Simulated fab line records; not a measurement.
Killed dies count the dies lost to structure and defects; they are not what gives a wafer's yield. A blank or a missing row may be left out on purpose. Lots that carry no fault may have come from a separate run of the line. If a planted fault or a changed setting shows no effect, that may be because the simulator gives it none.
Which of the tools did it?    flow n5_finfet    Sampling: 24 lots, 72 wafers, 6 of 1938 route steps

== WHAT EACH GAUGE READ, for each wafer ==
N5_BEOL_M1_THK_MEAS_01. Usual: for M1_ILD_THK the level is 78.7 nm and the standard deviation is 0.99.
lot   measured      on             M1_ILD_THK (nm)  flag
L074  day 6 01:28   film_metro-01  77.3 79.5 78.5   
L075  day 6 10:28   film_metro-01  77.2 79.2 79.4   
L076  day 6 23:04   film_metro-02  78.1 79.0 77.4   
L077  day 7 11:28   film_metro-01  78.9 81.4 80.1   
L078  day 7 15:07   film_metro-02  77.5 76.1 77.6   
L079  day 7 12:59   film_metro-01  77.4 78.7 78.9   
L080  day 7 13:43   film_metro-01  78.8 79.5 78.3   
L081  day 7 21:11   film_metro-02  78.6 81.5 80.0   
L082  day 8 00:17   film_metro-01  77.9 78.0 78.7   
L083  day 8 08:49   film_metro-02  78.0 79.7 79.3   
L084  day 8 17:17   film_metro-01  78.7 77.4 78.3   
L085  day 8 19:17   film_metro-01  78.8 80.0 79.9   
L086  day 9 09:51   film_metro-01  79.2 77.6 79.8   
L087  day 9 15:15   film_metro-01  77.9 78.4 79.6   
L088  day 9 19:49   film_metro-02  77.3 76.4 77.1   
L089  day 9 23:30   film_metro-01  77.8 79.5 79.2   
L090  day 10 10:59  film_metro-01  79.4 78.7 80.3   
L091  day 10 14:52  film_metro-02  79.2 79.0 79.6   
L092  day 10 14:41  film_metro-01  79.0 78.5 80.0   
L093  day 10 23:38  film_metro-01  79.0 78.8 79.8   
L094  day 11 05:17  film_metro-01  78.3 78.5 79.3   
L095  day 11 08:55  film_metro-01  79.2 78.5 79.7   
L097  day 11 16:25  film_metro-01  77.9 77.8 79.4   
L096  day 11 21:35  film_metro-01  77.9 77.6 79.9   

== EACH LOT AND THE TOOL THAT RAN IT (in order: tool; ch and the chambers of the sampled wafers; start) ==
lot   N5_BEOL_M0_SAQP_ETCH_84             N5_BEOL_M0_SAQP_ETCH_106            N5_BEOL_M0_SAQP_ALD_48             N5_BEOL_M0_SURFACE_TREAT_137  N5_BEOL_M0_PRE_CLEAN_131
L074  rie_diel-06 ch 1,2,3, day 5 14:44   rie_diel-06 ch 0,2,3, day 5 16:56   ald_sin-01 ch 0,2,3, day 5 19:30   pvd_sputter-02, day 5 23:37   cvd_co-01 ch 0,1, day 6 01:07
L075  rie_diel-06 ch 2,3, day 5 19:55     rie_diel-05 ch 0,2,3, day 5 22:33   ald_sin-01 ch 0,3, day 6 00:50     pvd_sputter-02, day 6 06:20   cvd_co-01 ch 0,2, day 6 10:07
L076  rie_diel-01 ch 1,2, day 6 10:41     rie_diel-05 ch 2,3, day 6 14:26     ald_sin-02 ch 0,1,2, day 6 16:11   pvd_sputter-03, day 6 21:17   cvd_co-02 ch 0,1,2, day 6 22:43
L077  rie_diel-06 ch 0,1,3, day 6 23:10   rie_diel-01 ch 0,3, day 7 02:02     ald_sin-01 ch 0,1, day 7 04:07     pvd_sputter-01, day 7 09:28   cvd_co-01 ch 0,2, day 7 11:07
L078  rie_diel-06 ch 0,3, day 7 02:03     rie_diel-05 ch 2,3, day 7 04:16     ald_sin-02 ch 0,1, day 7 07:09     pvd_sputter-03, day 7 13:02   cvd_co-02 ch 0,2, day 7 14:46
L079  rie_diel-05 ch 0,3, day 7 03:35     rie_diel-06 ch 2,3, day 7 06:04     ald_sin-03 ch 0,1,3, day 7 08:05   pvd_sputter-02, day 7 10:53   cvd_co-01 ch 0,2, day 7 12:37
L080  rie_diel-06 ch 0,1, day 7 03:37     rie_diel-06 ch 0,1,3, day 7 06:34   ald_sin-01 ch 1,2,3, day 7 08:20   pvd_sputter-01, day 7 11:50   cvd_co-01 ch 0,2, day 7 13:22
L081  rie_diel-01 ch 1,2, day 7 07:41     rie_diel-06 ch 0,1, day 7 10:00     ald_sin-03 ch 0,3, day 7 12:05     pvd_sputter-01, day 7 19:27   cvd_co-01 ch 1,2, day 7 20:50
L082  rie_diel-01 ch 1,2,3, day 7 13:47   rie_diel-01 ch 0,2, day 7 15:59     ald_sin-01 ch 0,3, day 7 17:53     pvd_sputter-03, day 7 22:29   cvd_co-02 ch 0,1, day 7 23:53
L083  rie_diel-05 ch 0,2,3, day 7 20:38   rie_diel-05 ch 1,2,3, day 7 23:05   ald_sin-02 ch 1,2, day 8 00:53     pvd_sputter-02, day 8 05:53   cvd_co-01 ch 1,2, day 8 08:28
L084  rie_diel-05 ch 0,1,2, day 8 05:03   rie_diel-06 ch 0,2,3, day 8 07:54   ald_sin-02 ch 0,1,3, day 8 10:10   pvd_sputter-02, day 8 14:47   cvd_co-01 ch 0,1, day 8 16:56
L085  rie_diel-01 ch 2,3, day 8 06:28     rie_diel-06 ch 0,1, day 8 09:20     ald_sin-02 ch 1,2, day 8 12:26     pvd_sputter-02, day 8 17:26   cvd_co-01 ch 1,2, day 8 18:53
L086  rie_diel-01 ch 0,1,3, day 9 00:11   rie_diel-05 ch 2,3, day 9 02:24     ald_sin-01 ch 0,1,3, day 9 04:14   pvd_sputter-01, day 9 07:46   cvd_co-02 ch 0,1,2, day 9 09:30
L087  rie_diel-06 ch 1,2, day 9 02:44     rie_diel-05 ch 1,2, day 9 05:10     ald_sin-02 ch 0,1, day 9 06:56     pvd_sputter-02, day 9 13:32   cvd_co-02 ch 0,2, day 9 14:53
L088  rie_diel-06 ch 1,2,3, day 9 08:28   rie_diel-05 ch 1,2,3, day 9 11:31   ald_sin-03 ch 0,1,3, day 9 14:17   pvd_sputter-01, day 9 18:01   cvd_co-01 ch 0,2, day 9 19:28
L089  rie_diel-06 ch 1, day 9 13:47       rie_diel-01 ch 1,3, day 9 16:25     ald_sin-03 ch 1,3, day 9 18:28     pvd_sputter-02, day 9 21:47   cvd_co-02 ch 0,2, day 9 23:09
L090  rie_diel-06 ch 1,3, day 9 18:40     rie_diel-06 ch 1,3, day 9 20:56     ald_sin-02 ch 0,1,2, day 10 00:15  pvd_sputter-01, day 10 08:52  cvd_co-01 ch 0,1,2, day 10 10:38
L091  rie_diel-01 ch 1,2,3, day 9 23:04   rie_diel-05 ch 0,2,3, day 10 02:08  ald_sin-02 ch 0,3, day 10 04:12    pvd_sputter-02, day 10 11:37  cvd_co-02 ch 0,1, day 10 14:31
L092  rie_diel-01 ch 0,1,3, day 10 01:38  rie_diel-01 ch 1,2,3, day 10 04:08  ald_sin-03 ch 1,2,3, day 10 05:55  pvd_sputter-02, day 10 11:23  cvd_co-02 ch 1,2, day 10 14:18
L093  rie_diel-05 ch 0,1,3, day 10 10:46  rie_diel-05 ch 1,3, day 10 12:57    ald_sin-03 ch 2,3, day 10 18:35    pvd_sputter-02, day 10 21:15  cvd_co-01 ch 0,2, day 10 23:17
L094  rie_diel-06 ch 1,2, day 10 12:21    rie_diel-05 ch 0,1,3, day 10 16:11  ald_sin-03 ch 0,1,2, day 10 20:38  pvd_sputter-03, day 11 03:28  cvd_co-01 ch 0,2, day 11 04:56
L095  rie_diel-05 ch 1,3, day 10 20:07    rie_diel-05 ch 1,3, day 10 22:40    ald_sin-01 ch 1,2,3, day 11 02:42  pvd_sputter-02, day 11 07:07  cvd_co-02 ch 0,1, day 11 08:32
L097  rie_diel-05 ch 0,2,3, day 11 05:11  rie_diel-06 ch 0,2,3, day 11 07:54  ald_sin-01 ch 0,2, day 11 10:32    pvd_sputter-01, day 11 14:31  cvd_co-01 ch 0,1, day 11 16:04
L096  rie_diel-06 ch 1,3, day 11 08:41    rie_diel-01 ch 0,2, day 11 10:53    ald_sin-02 ch 1,3, day 11 13:25    pvd_sputter-01, day 11 18:07  cvd_co-01 ch 0,2, day 11 21:13
- N5_BEOL_M0_SAQP_ETCH_84: etches SOC in N2/H2, target depth 100 nm, overetch 20 nm, time 150 s.
- N5_BEOL_M0_SAQP_ETCH_106: etches SOC in N2/H2, stops on SiNx, target depth 150 nm.
- N5_BEOL_M0_SAQP_ALD_48: deposits SiO2, target thk 20 nm, pulse time 1 s, co reactant pulse time 1 s.
- N5_BEOL_M0_SURFACE_TREAT_137
- N5_BEOL_M0_PRE_CLEAN_131: time 15 s.

== WHAT THE TOOLS THEMSELVES READ (means of the sampled wafers that have a number; where no wafer has one, the mark that the record gives instead) ==
N5_BEOL_M0_SAQP_ETCH_84. Usual: drypump_motor_current_A 5.9 A, standard deviation 0.42; oes_product_au 0.69 a.u., standard deviation 0.054; rf_vpp_V 524.2 V, standard deviation 2.7; showerhead_plenum_p_Torr 2.56 Torr, standard deviation 0.096; throttle_valve_pct 17.83 %, standard deviation 0.23.
lot   tool         drypump_motor_current_A (A)  oes_product_au (a.u.)  rf_vpp_V (V)  showerhead_plenum_p_Torr (Torr)  throttle_valve_pct (%)  flag
L074  rie_diel-06  6.2                          0.73                   524.6         2.57                             17.78                   
L075  rie_diel-06  6.4                          0.69                   524.1         2.54                             17.77                   
L076  rie_diel-01  6.3                          0.68                   522.5         2.51                             17.53                   
L077  rie_diel-06  5.7                          0.71                   522.6         2.52                             17.99                   
L078  rie_diel-06  5.4                          0.66                   521.5         2.45                             18.16                   
L079  rie_diel-05  5.6                          0.68                   523.4         2.51                             18.04                   
L080  rie_diel-06  5.2                          0.68                   520.8         2.45                             18.10                   
L081  rie_diel-01  6.3                          0.67                   523.4         2.51                             17.54                   
L082  rie_diel-01  6.1                          0.67                   525.4         2.57                             17.61                   
L083  rie_diel-05  5.6                          0.65                   523.9         2.56                             18.02                   
L084  rie_diel-05  5.7                          0.64                   522.1         2.49                             17.86                   
L085  rie_diel-01  6.1                          0.65                   523.0         2.50                             17.72                   
L086  rie_diel-01  5.8                          0.69                   527.1         2.65                             17.69                   
L087  rie_diel-06  6.2                          0.68                   523.8         2.53                             17.73                   
L088  rie_diel-06  6.1                          0.71                   524.8         2.56                             17.82                   
L089  rie_diel-06  5.8                          0.75                   524.5         2.60                             17.78                   
L090  rie_diel-06  6.0                          0.74                   525.0         2.59                             17.84                   
L091  rie_diel-01  6.2                          0.66                   524.4         2.57                             17.63                   
L092  rie_diel-01  5.8                          0.69                   526.5         2.65                             17.69                   
L093  rie_diel-05  5.8                          0.64                   523.0         2.49                             17.89                   
L094  rie_diel-06  6.2                          0.68                   524.3         2.53                             17.74                   
L095  rie_diel-05  5.9                          0.64                   523.8         2.56                             17.87                   
L097  rie_diel-05  5.6                          0.72                   524.8         2.55                             17.91                   
L096  rie_diel-06  6.0                          0.72                   524.5         2.58                             17.88                   

N5_BEOL_M0_SAQP_ETCH_106. Usual: drypump_motor_current_A 5.9 A, standard deviation 0.4; oes_product_au 0.74 a.u., standard deviation 0.062; rf_vpp_V 240.7 V, standard deviation 1.5; showerhead_plenum_p_Torr 2.54 Torr, standard deviation 0.1; throttle_valve_pct 17.84 %, standard deviation 0.24.
lot   tool         drypump_motor_current_A (A)  oes_product_au (a.u.)  rf_vpp_V (V)  showerhead_plenum_p_Torr (Torr)  throttle_valve_pct (%)  flag
L074  rie_diel-06  5.9                          0.74                   241.0         2.50                             17.94                   
L075  rie_diel-05  5.6                          0.72                   241.0         2.57                             17.99                   
L076  rie_diel-05  5.7                          0.69                   242.1         2.62                             17.99                   
L077  rie_diel-01  5.6                          0.79                   242.3         2.68                             17.82                   
L078  rie_diel-05  5.7                          0.71                   241.9         2.63                             17.99                   
L079  rie_diel-06  6.3                          0.77                   240.7         2.56                             17.85                   
L080  rie_diel-06  5.7                          0.78                   241.0         2.52                             17.98                   
L081  rie_diel-06  5.2                          0.74                   239.5         2.45                             18.09                   
L082  rie_diel-01  5.8                          0.79                   241.2         2.61                             17.76                   
L083  rie_diel-05  5.8                          0.70                   241.3         2.55                             17.84                   
L084  rie_diel-06  5.9                          0.73                   240.3         2.49                             17.98                   
L085  rie_diel-06  5.2                          0.74                   239.5         2.45                             18.09                   
L086  rie_diel-05  5.7                          0.71                   241.2         2.63                             18.01                   
L087  rie_diel-05  5.9                          0.68                   239.8         2.47                             17.68                   
L088  rie_diel-05  5.8                          0.69                   240.3         2.55                             17.84                   
L089  rie_diel-01  6.1                          0.74                   242.4         2.64                             17.51                   
L090  rie_diel-06  6.1                          0.80                   241.5         2.58                             17.91                   
L091  rie_diel-05  5.6                          0.70                   240.2         2.56                             18.04                   
L092  rie_diel-01  6.1                          0.73                   240.7         2.57                             17.63                   
L093  rie_diel-05  6.0                          0.69                   239.4         2.48                             17.70                   
L094  rie_diel-05  5.8                          0.71                   240.4         2.49                             17.87                   
L095  rie_diel-05  6.0                          0.69                   239.5         2.48                             17.70                   
L097  rie_diel-06  5.8                          0.81                   240.9         2.59                             17.84                   
L096  rie_diel-01  6.1                          0.74                   240.1         2.51                             17.75                   

N5_BEOL_M0_SAQP_ALD_48. Usual: heater_power_w 79 W, standard deviation 5.4; precursor_pulse_height_rel 0.998, standard deviation 0.02.
lot   tool        heater_power_w (W)  precursor_pulse_height_rel  flag
L074  ald_sin-01  84                  0.994                       
L075  ald_sin-01  85                  1.008                       
L076  ald_sin-02  76                  1.006                       
L077  ald_sin-01  85                  1.012                       
L078  ald_sin-02  75                  0.983                       
L079  ald_sin-03  76                  1.010                       
L080  ald_sin-01  84                  0.984                       
L081  ald_sin-03  83                  0.997                       
L082  ald_sin-01  85                  0.980                       
L083  ald_sin-02  81                  0.972                       
L084  ald_sin-02  74                  0.968                       
L085  ald_sin-02  79                  0.981                       
L086  ald_sin-01  81                  1.010                       
L087  ald_sin-02  76                  0.994                       
L088  ald_sin-03  78                  0.998                       
L089  ald_sin-03  80                  1.024                       
L090  ald_sin-02  76                  0.999                       
L091  ald_sin-02  70                  0.984                       
L092  ald_sin-03  77                  1.010                       
L093  ald_sin-03  81                  0.973                       
L094  ald_sin-03  74                  1.000                       
L095  ald_sin-01  82                  0.995                       
L097  ald_sin-01  80                  0.989                       
L096  ald_sin-02  74                  0.989                       

N5_BEOL_M0_PRE_CLEAN_131. Usual: heater_power_w at 85 W, with a standard deviation of 8.
lot   tool       heater_power_w (W)  flag
L074  cvd_co-01  89                  
L075  cvd_co-01  89                  
L076  cvd_co-02  80                  
L077  cvd_co-01  92                  
L078  cvd_co-02  86                  
L079  cvd_co-01  90                  
L080  cvd_co-01  91                  
L081  cvd_co-01  84                  
L082  cvd_co-02  72                  
L083  cvd_co-01  83                  
L084  cvd_co-01  91                  
L085  cvd_co-01  83                  
L086  cvd_co-02  81                  
L087  cvd_co-02  83                  
L088  cvd_co-01  86                  
L089  cvd_co-02  83                  
L090  cvd_co-01  88                  
L091  cvd_co-02  74                  
L092  cvd_co-02  77                  
L093  cvd_co-01  92                  
L094  cvd_co-01  88                  
L095  cvd_co-02  75                  
L097  cvd_co-01  89                  
L096  cvd_co-01  92                  

== THE ANSWER, worked out from the rows above alone ==
Rule: lot off if the mean of its wafers having a number is beyond 3 standard deviations from the usual mean. A lot without any number at a reading at which 4 lots or more have one is off too. The other lots that the step has rows for count as sound. The gauges are gone through in route order, then the tools' own readings, and for those a lot's mean is taken as printed above. At the first step where some lot is off, the reading lying furthest off is the one used; lots without a number count as furthest.
None of the lots is off at any reading shown; this tells nothing.

== WHAT THE SIMULATOR PUT IN ==
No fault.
